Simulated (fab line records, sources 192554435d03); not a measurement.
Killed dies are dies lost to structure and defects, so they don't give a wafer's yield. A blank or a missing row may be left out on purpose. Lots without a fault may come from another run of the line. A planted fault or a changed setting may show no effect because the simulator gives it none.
Split-lot experiment | flow n5_finfet | 7 lots, 39 wafers read, on a route of 1938 steps

THE SPLIT
At N5_SD_EPI_N_ETCH_16 (etches SiO2 in CHF3/O2, target depth 5 nm), the setting target_depth_a was moved away from the recipe's 50 angstrom on 18 of the 39 wafers read, by -20.5% to +50.1%. The other wafers ran this setting at the recipe's value.

The reading is taken at the split's own step.

THE READING
etch.depth_nm (the simulator's own value, which no gauge read), in nm, at N5_SD_EPI_N_ETCH_16 (etches SiO2 in CHF3/O2, target depth 5 nm). The file gives no usual value for it. The 21 wafers here that ran the recipe average 4.917 nm, standard deviation 0.088 nm.

wafer  | tool, chamber at the split | target_depth_a as run, angstrom | against the recipe | etch.depth_nm, nm | against lot-mates on the recipe
L075.1 | rie_diel-03, 3             | 50                              | recipe             | 4.877             | -
L075.2 | rie_diel-03, 1             | 50                              | recipe             | 4.925             | -
L075.3 | rie_diel-03, 2             | 50                              | recipe             | 5.106             | -
L075.4 | rie_diel-03, 3             | 65.2                            | +30.4%             | 6.367             | +1.398
L075.5 | rie_diel-03, 2             | 65.2                            | +30.4%             | 6.664             | +1.695
L075.6 | rie_diel-03, 1             | 65.2                            | +30.4%             | 6.426             | +1.457
L078.1 | rie_diel-05, 1             | 75.01                           | +50.0%             | 7.556             | +2.654
L078.2 | rie_diel-05, 3             | 75.01                           | +50.0%             | 7.323             | +2.421
L078.3 | rie_diel-05, 2             | 50                              | recipe             | 4.846             | -
L078.4 | rie_diel-05, 0             | 50                              | recipe             | 4.91              | -
L078.5 | rie_diel-05, 0             | 50                              | recipe             | 4.951             | -
L078.6 | rie_diel-05, 3             | 75.01                           | +50.0%             | 7.374             | +2.472
L085.1 | rie_diel-05, 3,2           | 39.73                           | -20.5%             | 3.903             | -1.022
L085.2 | rie_diel-05, 3,2           | 39.73                           | -20.5%             | 3.903             | -1.022
L085.3 | rie_diel-05, 0             | 50                              | recipe             | 4.944             | -
L085.4 | rie_diel-05, 1             | 39.73                           | -20.5%             | 4.004             | -0.921
L085.5 | rie_diel-05, 3             | 50                              | recipe             | 4.92              | -
L085.6 | rie_diel-05, 2             | 50                              | recipe             | 4.91              | -
L087.2 | rie_diel-03, 1             | 50                              | recipe             | 5.031             | -
L087.4 | rie_diel-03, 1             | 50                              | recipe             | 5.044             | -
L087.6 | rie_diel-03, 2             | 50                              | recipe             | 5.024             | -
L090.1 | rie_diel-05, 2             | 75.07                           | +50.1%             | 7.259             | +2.420
L090.2 | rie_diel-05, 1             | 75.07                           | +50.1%             | 7.326             | +2.487
L090.3 | rie_diel-05, 3             | 50                              | recipe             | 4.84              | -
L090.4 | rie_diel-05, 0             | 50                              | recipe             | 4.856             | -
L090.5 | rie_diel-05, 0             | 75.07                           | +50.1%             | 7.325             | +2.486
L090.6 | rie_diel-05, 3             | 50                              | recipe             | 4.821             | -
L091.1 | rie_diel-03, 2             | 62.63                           | +25.3%             | 6.248             | +1.392
L091.2 | rie_diel-03, 3             | 50                              | recipe             | 4.815             | -
L091.3 | rie_diel-03, 1             | 62.63                           | +25.3%             | 6.225             | +1.369
L091.4 | rie_diel-03, 3             | 50                              | recipe             | 4.801             | -
L091.5 | rie_diel-03, 1             | 62.63                           | +25.3%             | 6.26              | +1.404
L091.6 | rie_diel-03, 2             | 50                              | recipe             | 4.952             | -
L093.1 | rie_diel-03, 2             | 41.6                            | -16.8%             | 4.161             | -0.731
L093.2 | rie_diel-03, 0             | 41.6                            | -16.8%             | 4.167             | -0.725
L093.3 | rie_diel-03, 1             | 41.6                            | -16.8%             | 4.127             | -0.765
L093.4 | rie_diel-03, 3             | 50                              | recipe             | 4.749             | -
L093.5 | rie_diel-03, 1             | 50                              | recipe             | 4.935             | -
L093.6 | rie_diel-03, 2             | 50                              | recipe             | 4.991             | -
Where a row lists several chambers, the file gives one row for several wafers and doesn't say which wafer went through which chamber.

THE FIT
A straight line over all 39 wafers: etch.depth_nm changes by +0.049 nm for each +1% of target_depth_a; r = +1.00; the points scatter about the line by 0.093 nm.
The same after taking each lot's own level away (the mean of its wafers on the recipe; 39 wafers): +0.0495 nm for each +1%; r = +1.00; scatter 0.081 nm.
On that fit, the largest move of target_depth_a shifts the reading by 2.5 nm.
The lots' own levels span 4.8390 to 5.0330 nm, that is 2.2 times the standard deviation above.
So the lot-to-lot level changes the slope little: the two slopes agree.
Check: with one of the wafers moved furthest among these (+50.1%) left out of the fit, the line predicts +2.52 nm for it against its lot-mates. It came out at +2.42 nm against them.

OTHER SPLITS ON THESE WAFERS
These wafers also went through other splits before the reading. Each is held against what the fit with the lots' levels taken away leaves over:
other split on the same wafers        | wafers away from the commonest value | r with etch.depth_nm (lot level and that fit taken away)
N5_FIN_SAQP_SPACER1_ALD_24 ald_cycles | 9                                    | -0.15

THE FILE'S OWN FIT
etch.depth_nm changes by +0.0499 nm for each +1% of target_depth_a, r = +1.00.
